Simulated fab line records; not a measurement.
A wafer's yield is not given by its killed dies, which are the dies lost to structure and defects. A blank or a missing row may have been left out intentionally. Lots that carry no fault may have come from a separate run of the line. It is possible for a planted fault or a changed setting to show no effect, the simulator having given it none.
Chamber matching | flow nandHarc | 4 sister chambers for NHARC_A_CONTACT_DESCUM_47 on rieDiel-12
The step chemistry O2, time 3 s. 20 wafers are shown with their chamber, then 10 later ones without.

## WAFERS, EACH WITH ITS CHAMBER
wafer  | chamber | drypumpMotorCurrentA (A) | showerheadPlenumPTorr (Torr) | oesProductAu (a.u.)
L080.1 | 1       | 6.0                      | 1.97                         | 0.987
L080.4 | 0       | 5.8                      | 1.90                         | 0.995
L080.6 | 2       | 5.4                      | 1.90                         | 1.008
L079.3 | 2       | 5.5                      | 1.90                         | 1.000
L079.5 | 0       | 5.8                      | 1.89                         | 0.992
L079.6 | 3       | 4.7                      | 1.85                         | 1.003
L083.2 | 2       | 5.4                      | 1.90                         | 1.000
L083.5 | 1       | 6.0                      | 1.97                         | 0.975
L083.6 | 0       | 5.8                      | 1.89                         | 0.998
L082.1 | 3       | 4.7                      | 1.84                         | 0.995
L082.3 | 1       | 6.0                      | 1.97                         | 0.984
L082.5 | 3       | 4.8                      | 1.84                         | 1.005
L092.1 | 2       | 5.4                      | 1.89                         | 1.008
L092.3 | 3       | 4.7                      | 1.84                         | 1.021
L092.5 | 2       | 5.4                      | 1.89                         | 1.008
L094.3 | 3       | 4.7                      | 1.84                         | 1.009
L094.4 | 0       | 5.8                      | 1.89                         | 1.003
L094.6 | 2       | 5.5                      | 1.89                         | 1.013
L094.1 | 2       | 5.5                      | 1.89                         | 1.012
L094.2 | 0       | 5.8                      | 1.89                         | 0.996

SIGNATURES (means of the wafers above)
reading               | chamber 0 | chamber 1 | chamber 2 | chamber 3 | scatter within a chamber
drypumpMotorCurrentA  | 5.800     | 6.000     | 5.443     | 4.720     | 0.0396
showerheadPlenumPTorr | 1.8920    | 1.9700    | 1.8943    | 1.8420    | 0.00455
oesProductAu          | 0.99680   | 0.98200   | 1.00700   | 1.00660   | 0.00647
Rule: for each reading, subtract the chamber's mean from the wafer's reading, divide by that reading's scatter and square the result; add these up over the readings and take the root, which gives the wafer's distance from the chamber. The wafer belongs to the nearest chamber; if the next one is less than 2 further off, it can't be placed. The scatter: take each reading less its chamber's mean, square it, sum over the shown wafers, divide by the number of wafers less the number of chambers, and take the root.

## WAFERS WITHOUT THEIR CHAMBER
wafer  | drypumpMotorCurrentA (A) | showerheadPlenumPTorr (Torr) | oesProductAu (a.u.)
L094.5 | 4.7                      | 1.84                         | 1.002
L097.3 | 5.8                      | 1.88                         | 0.998
L097.4 | 5.4                      | 1.89                         | 1.007
L097.5 | 5.8                      | 1.88                         | 1.002
L097.1 | 4.7                      | 1.84                         | 1.020
L097.2 | 6.0                      | 1.96                         | 0.989
L097.6 | 6.0                      | 1.96                         | 0.987
L096.1 | 5.5                      | 1.89                         | 1.006
L096.4 | 5.8                      | 1.88                         | 0.999
L096.6 | 5.5                      | 1.89                         | 1.001

## WHICH CHAMBER EACH ONE RAN IN
wafer  | from the rows above | in truth
L094.5 | 3                   | 3
L097.3 | 0                   | 0
L097.4 | 2                   | 2
L097.5 | 0                   | 0
L097.1 | 3                   | 3
L097.2 | 1                   | 1
L097.6 | 1                   | 1
L096.1 | 2                   | 2
L096.4 | 0                   | 0
L096.6 | 2                   | 2
Placed correctly: 10 of 10. Left unplaced by these rows: 0. Wrongly placed: 0.
